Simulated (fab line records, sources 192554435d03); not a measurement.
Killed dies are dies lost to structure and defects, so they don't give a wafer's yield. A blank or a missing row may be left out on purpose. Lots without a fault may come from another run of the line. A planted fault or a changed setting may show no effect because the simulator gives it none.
Chamber matching | flow n5_finfet | N5_DUMMY_REMOVAL_HM_STRIP_01 on rie_diel-04: 4 sister chambers
The step strips SiNx in CH3F/O2, stops on poly-Si, target depth 4 nm, time 6.8 s. 16 wafers are shown with their chamber, then 8 later ones without.

WAFERS WITH THEIR CHAMBER
wafer  | chamber | drypump_motor_current_A (A) | throttle_valve_pct (%) | showerhead_plenum_p_Torr (Torr)
L076.1 | 3       | 6.22                        | 16.59                  | 2.01
L076.3 | 1       | 6.03                        | 16.00                  | 1.96
L076.5 | 0       | 5.51                        | 16.38                  | 1.93
L079.1 | 2       | 5.60                        | 16.44                  | 1.90
L079.2 | 3       | 6.22                        | 16.60                  | 2.01
L079.4 | 0       | 5.50                        | 16.41                  | 1.92
L080.2 | 2       | 5.58                        | 16.45                  | 1.90
L080.4 | 0       | 5.53                        | 16.38                  | 1.92
L080.5 | 1       | 6.03                        | 16.01                  | 1.95
L081.1 | 3       | 6.21                        | 16.62                  | 2.00
L081.5 | 0       | 5.53                        | 16.42                  | 1.92
L081.6 | 3       | 6.22                        | 16.62                  | 2.00
L082.1 | 1       | 6.00                        | 16.04                  | 1.95
L082.4 | 3       | 6.22                        | 16.61                  | 2.00
L082.6 | 0       | 5.54                        | 16.40                  | 1.92
L086.3 | 2       | 5.62                        | 16.48                  | 1.90

SIGNATURES (means of the wafers above)
reading                  | chamber 0 | chamber 1 | chamber 2 | chamber 3 | scatter within a chamber
drypump_motor_current_A  | 5.5220    | 6.0200    | 5.6000    | 6.2180    | 0.0146
throttle_valve_pct       | 16.3980   | 16.0167   | 16.4567   | 16.6080   | 0.0175
showerhead_plenum_p_Torr | 1.9220    | 1.9533    | 1.9000    | 2.0040    | 0.00471
Rule: a wafer's distance from a chamber is the root of the sum, over the readings, of the square of ((its reading less the chamber's mean) divided by the reading's scatter). The wafer belongs to the nearest chamber; if the next one is less than 2 further off, it can't be placed. The scatter: the root of (the sum of the squares of (reading less its chamber's mean) over the shown wafers, divided by (wafers less chambers)).

WAFERS WITHOUT THEIR CHAMBER
wafer  | drypump_motor_current_A (A) | throttle_valve_pct (%) | showerhead_plenum_p_Torr (Torr)
L086.4 | 5.55                        | 16.42                  | 1.92
L086.6 | 5.55                        | 16.43                  | 1.92
L089.1 | 6.23                        | 16.64                  | 2.00
L089.3 | 6.01                        | 16.06                  | 1.95
L089.4 | 5.57                        | 16.44                  | 1.92
L097.2 | 6.20                        | 16.67                  | 2.00
L097.4 | 5.52                        | 16.48                  | 1.91
L097.5 | 5.99                        | 16.08                  | 1.94

WHICH CHAMBER EACH WENT THROUGH
wafer  | from the rows above     | in truth
L086.4 | 0                       | 0
L086.6 | 0                       | 0
L089.1 | 3                       | 3
L089.3 | 1                       | 1
L089.4 | can't be placed: 0 or 2 | 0
L097.2 | 3                       | 3
L097.4 | can't be placed: 0 or 2 | 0
L097.5 | 1                       | 1
Placed correctly: 6 of 8. Can't be placed from these rows: 2 (the true chamber is among the candidates in 2). Placed wrongly: 0.
